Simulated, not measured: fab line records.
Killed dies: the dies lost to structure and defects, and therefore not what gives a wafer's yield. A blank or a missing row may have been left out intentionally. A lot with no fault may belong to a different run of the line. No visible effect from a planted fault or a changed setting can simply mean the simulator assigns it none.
Comparing a struck lot with a sound one / flow nand-harc / 14 steps out of a route of 1302
Sound: the wafers L461.2, L461.3, L461.4. Struck: wafers L473.1, L473.3, L473.4. At the end, the cause is stated.
Each step with rows lists, per side, the tool, then ch with its chambers, then its first start. Under that, the readings that differ: sound wafers / struck wafers / difference of the means / sigmas: that difference in standard deviations of wafers without a fault.
alike: a reading whose means differ by less than 2 such deviations, as well as words and numbers matching on both sides. not compared: withheld readings; readings where some wafer has no value; bounds like >300 that might hide an equal value; numbers whose values overlap and for which the record gives no deviation.
The two part at a step that has a row with sigmas, a row that says differs or no value, or rows on one side only. Non-overlapping numbers with no deviation appear without sigmas and do not part them. Lack of a reading on every wafer of one side parts them only where that side has two or more wafers.

NHARC_P_GATE_RTA_82: time 30 s.
  sound on rtp-anneal-01 ch 0, day 8 15:21; struck on rtp-anneal-01 ch 0, day 13 13:53
  alike: lamp-power-pct, lamp_zone_5_pct, wafer_temp_C_max
NHARC_P_GATE_INSPECT_68:
  sound: defect-inspect-02 at day 8 15:31; struck: defect-inspect-02 at day 13 14:05
reading=raw-defect-count; sound=293 377 248; struck=148 134 170; difference=-155; sigmas=-2
NHARC_P_CONTACT_DEP_30: deposits SiNx, target thk 30 nm.
  sound on pecvd-01 ch 0,1,2, day 8 15:37; struck on pecvd-01 ch 0,1,2, day 13 14:11
  alike: heater-power-w
NHARC_P_CONTACT_DEP_00: deposits SiO2, target thk 500 nm.
  sound: pecvd-01 ch 0,1,2; struck: pecvd-01 ch 0,1,2
  alike: heater-power-w, throttle-valve-pct
NHARC_P_CONTACT_CMP_01: polishes SiO2, target thk 200 nm.
  sound on cmp-02 ch 1,2,3, day 8 16:18; struck on cmp-03 ch 0,1,2, day 13 14:51
  alike: motor-current-A
then, 6 steps without rows for these wafers: NHARC_P_CONTACT_SRD_03; NHARC_P_CONTACT_DEHYDRATE_04 (time 120 s); NHARC_P_CONTACT_HMDS_05 (time 30 s); NHARC_P_CONTACT_COAT_33 (time 75 s); NHARC_P_CONTACT_COAT_34 (time 65 s); NHARC_P_CONTACT_COAT_06 (resist thk 90 nm).
NHARC_P_CONTACT_SOFTBAKE_07: time 55 s.
  sound on litho-track-01 ch 0, day 8 16:00; struck on litho-track-01 ch 0, day 13 15:00
reading=heater-power-total-W (W); sound=188.29 188.47 188.27; struck=323.70 322.99 323.19; difference=+134.95; sigmas=+99 or more
then, 2 steps without rows for these wafers: NHARC_P_CONTACT_EBR_08; NHARC_END_SORT_01.

## WHERE THEY PART
First at NHARC_P_GATE_INSPECT_68; last, within this record, at NHARC_P_CONTACT_SOFTBAKE_07.

WHY: the cause the simulator had injected
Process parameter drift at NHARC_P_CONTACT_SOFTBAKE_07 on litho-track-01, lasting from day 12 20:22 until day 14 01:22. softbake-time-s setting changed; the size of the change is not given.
